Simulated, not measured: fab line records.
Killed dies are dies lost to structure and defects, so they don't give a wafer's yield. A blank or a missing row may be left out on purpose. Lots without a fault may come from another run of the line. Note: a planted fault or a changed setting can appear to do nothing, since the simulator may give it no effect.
Which tool did it? ; flow n5Finfet ; Sampling: 9 lots, 27 wafers, 4 of 1938 route steps

## WHAT THE GAUGES READ, wafer by wafer
N5_BEOL_M4_RC_MEAS_101.
lot;measured;on;CJ_P
L117;day 9 00:44;prober-01;5.53 5.75 5.76
L118;day 9 03:22;prober-01;6.19 5.77 5.74
L119;day 9 19:13;prober-01;6.06 5.72 5.92
L120;day 9 22:17;prober-01;5.78 5.91 5.81
L123;day 10 11:47;prober-01;5.70 6.26 5.80
L124;day 10 14:30;prober-01;6.17 5.72 6.27
L125;day 11 07:26;prober-01;4.14 4.58 4.48
L128;day 12 00:31;prober-01;4.83 4.72 4.52
L136;day 13 18:21;prober-02;6.18 5.90 5.85

## EACH LOT AND THE TOOL THAT RAN IT (in order: tool; ch and the chambers of the sampled wafers; start)
lot;N5_ZERO_LAYER_DESCUM_16;N5_WELL_APT_IMPLANT_15;N5_PMOS_HMC_CHANNEL_EPI_DESCUM_14
L117;rieDiel-02 ch 0,2,3, day 2 12:42;implanter-02 ch 0, day 2 14:06;rieDiel-05 ch 0,1, day 2 17:28
L118;rieDiel-05 ch 1,3, day 2 18:49;implanter-01 ch 0, day 2 21:49;rieDiel-03 ch 2,3, day 3 02:42
L119;rieDiel-05 ch 1,2, day 3 00:50;implanter-02 ch 0, day 3 03:32;rieDiel-02 ch 0,2,3, day 3 07:01
L120;rieDiel-02 ch 0,1,2, day 3 06:53;implanter-01 ch 0, day 3 09:15;rieDiel-03 ch 0,2, day 3 12:49
L123;rieDiel-02 ch 0,2, day 4 00:42;implanter-01 ch 0, day 4 02:14;rieDiel-05 ch 0,1,3, day 4 05:16
L124;rieDiel-03 ch 0,1,3, day 4 06:41;implanter-01 ch 0, day 4 07:55;rieDiel-02 ch 1,2,3, day 4 11:17
L125;rieDiel-03 ch 2,3, day 4 12:41;implanter-01 ch 0, day 4 13:58;rieDiel-05 ch 0,1, day 4 17:00
L128;rieDiel-03 ch 0,1,3, day 5 06:41;implanter-01 ch 0, day 5 07:59;rieDiel-02 ch 1,2, day 5 11:12
L136;rieDiel-05 ch 0,2, day 7 06:41;implanter-02 ch 0, day 7 08:05;rieDiel-02 ch 0,1,2, day 7 11:28
- N5_ZERO_LAYER_DESCUM_16: chemistry O2, time 7.9 s.
- N5_WELL_APT_IMPLANT_15
- N5_PMOS_HMC_CHANNEL_EPI_DESCUM_14: chemistry O2, time 7.9 s.

## THE ANSWER, worked out from the rows above alone
Rule: usual is defined by the lots themselves. The widest of any qualifying gaps counts: lots, ordered by their means at a reading, are off when they make up no more than a third of the lots, leave a main group of 4 or more, and stand apart from it by 3 or more times the standard deviation of that group's means. A main group whose means are all the same, to the digits that the tables above print for the reading, isn't used. A lot without any number at a reading at which 4 lots or more have one is off too. The other lots that the step has rows for count as sound.
Off: L125, L128, seen at N5_BEOL_M4_RC_MEAS_101 (CJ_P). The main group has a mean of 5.89 with a standard deviation of 0.11.
If a tool, at a process step before that reading, ran all the lots that are off and no sound lot after the first of them, it fits. The gauges at N5_BEOL_M4_RC_MEAS_101 are tried like those tools. Can't be told from this: 3 tools fit, rieDiel-03 at N5_ZERO_LAYER_DESCUM_16, implanter-01 at N5_WELL_APT_IMPLANT_15, prober-01 at N5_BEOL_M4_RC_MEAS_101.

## WHAT THE SIMULATOR HAD INSERTED
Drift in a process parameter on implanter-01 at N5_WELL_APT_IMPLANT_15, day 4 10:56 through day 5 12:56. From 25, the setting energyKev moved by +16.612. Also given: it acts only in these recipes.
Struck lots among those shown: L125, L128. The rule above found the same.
